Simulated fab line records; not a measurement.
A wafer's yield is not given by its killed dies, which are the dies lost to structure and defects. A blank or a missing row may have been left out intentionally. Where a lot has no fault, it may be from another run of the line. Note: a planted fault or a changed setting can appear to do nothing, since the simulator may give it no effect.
Chamber matching ; flow n5Finfet ; N5_HKMG_FIN_STRIP_92 on rieDiel-03 has 4 sister chambers
The step strips SOC in N2/H2, time 20 s. 4 wafers are shown with their chamber, then 12 later ones without.

WAFERS, EACH WITH ITS CHAMBER
wafer;chamber;showerheadPlenumPTorr (Torr)
L088.3;2;3.37
L090.1;3;3.20
L090.4;0;3.51
L090.5;1;3.40

WAFERS MISSING THEIR CHAMBER
wafer;showerheadPlenumPTorr (Torr)
L089.2;3.40
L089.3;3.51
L089.4;3.20
L091.3;3.51
L091.5;3.40
L091.6;3.51
L092.3;3.39
L092.4;3.19
L092.6;3.36
L097.2;3.39
L097.4;3.39
L097.5;3.50

THE CHAMBER EACH PASSED THROUGH
wafer;from the rows above;in truth
L089.2;1;1
L089.3;0;0
L089.4;3;3
L091.3;0;0
L091.5;1;1
L091.6;0;0
L092.3;can't be placed: 1 or 2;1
L092.4;3;3
L092.6;2;2
L097.2;can't be placed: 1 or 2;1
L097.4;can't be placed: 1 or 2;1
L097.5;0;0
Correctly placed: 9 of 12. From these rows, 3 cannot be placed; in 3 the true chamber is one of the candidates. Wrongly placed: 0.
How it was worked out, from the rows above alone: a wafer's distance from a chamber is the root of the sum, over the readings, of the square of ((its reading less the chamber's mean) divided by the reading's scatter). If the next closest chamber is less than 2 further off than the closest, the wafer can't be placed; otherwise it belongs to the closest. For every chamber, the mean is computed from those of its wafers that are shown. The scatter: root of mean squared gap, hidden wafer to nearest shown wafer, with one shown wafer a chamber.
